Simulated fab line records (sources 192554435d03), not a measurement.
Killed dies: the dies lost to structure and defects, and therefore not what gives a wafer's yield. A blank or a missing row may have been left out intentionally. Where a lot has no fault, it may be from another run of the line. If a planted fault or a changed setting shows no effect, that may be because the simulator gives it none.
Chamber matching | flow n5 finfet | N5_BEOL_M2_ETCH_63 on rie diel-03: 4 sister chambers
The step etches SiARC in CF4, target depth 15.6 nm, time 26 s. 16 wafers are shown with their chamber, then 8 later ones without.

WAFERS, EACH WITH ITS CHAMBER
wafer  | chamber | showerhead plenum p Torr (Torr) | throttle valve pct (%) | oes product au (a.u.)
L078.2 | 3       | 1.99                            | 15.72                  | 0.62
L078.3 | 2       | 2.10                            | 15.25                  | 0.82
L078.6 | 2       | 2.10                            | 15.24                  | 0.81
L079.3 | 0       | 2.08                            | 15.59                  | 0.71
L079.5 | 3       | 1.99                            | 15.72                  | 0.62
L079.6 | 2       | 2.10                            | 15.25                  | 0.82
L080.2 | 1       | 2.20                            | 16.05                  | 0.58
L080.3 | 3       | 1.99                            | 15.73                  | 0.61
L080.4 | 2       | 2.10                            | 15.27                  | 0.80
L084.1 | 3       | 1.98                            | 15.74                  | 0.62
L084.2 | 2       | 2.09                            | 15.29                  | 0.79
L084.3 | 0       | 2.08                            | 15.61                  | 0.71
L087.2 | 2       | 2.09                            | 15.29                  | 0.77
L087.4 | 1       | 2.20                            | 16.10                  | 0.57
L087.6 | 2       | 2.09                            | 15.29                  | 0.76
L088.1 | 1       | 2.20                            | 16.09                  | 0.57

SIGNATURES (means of the wafers above)
reading                  | chamber 0 | chamber 1 | chamber 2 | chamber 3 | scatter within a chamber
showerhead plenum p Torr | 2.0800    | 2.2000    | 2.0957    | 1.9875    | 0.00453
throttle valve pct       | 15.6000   | 16.0800   | 15.2686   | 15.7275   | 0.0199
oes product au           | 0.7100    | 0.5733    | 0.7957    | 0.6175    | 0.0171
Rule: a wafer's distance from a chamber is the root of the sum, over the readings, of the square of ((its reading less the chamber's mean) divided by the reading's scatter). If the next closest chamber is less than 2 further off than the closest, the wafer can't be placed; otherwise it belongs to the closest. The scatter: take each reading less its chamber's mean, square it, sum over the shown wafers, divide by the number of wafers less the number of chambers, and take the root.

WAFERS WITH NO CHAMBER GIVEN
wafer  | showerhead plenum p Torr (Torr) | throttle valve pct (%) | oes product au (a.u.)
L088.3 | 2.09                            | 15.29                  | 0.77
L088.4 | 2.08                            | 15.64                  | 0.69
L094.1 | 2.07                            | 15.67                  | 0.68
L094.2 | 1.98                            | 15.79                  | 0.60
L094.5 | 2.07                            | 15.65                  | 0.69
L097.2 | 2.07                            | 15.67                  | 0.68
L097.3 | 1.97                            | 15.80                  | 0.59
L097.4 | 2.07                            | 15.67                  | 0.68

EACH ONE'S CHAMBER
wafer  | from the rows above | in truth
L088.3 | 2                   | 2
L088.4 | 0                   | 0
L094.1 | 0                   | 0
L094.2 | 3                   | 3
L094.5 | 0                   | 0
L097.2 | 0                   | 0
L097.3 | 3                   | 3
L097.4 | 0                   | 0
Correct placement for 8 of the 8. Not placeable from these rows: 0. Placed wrongly: 0.
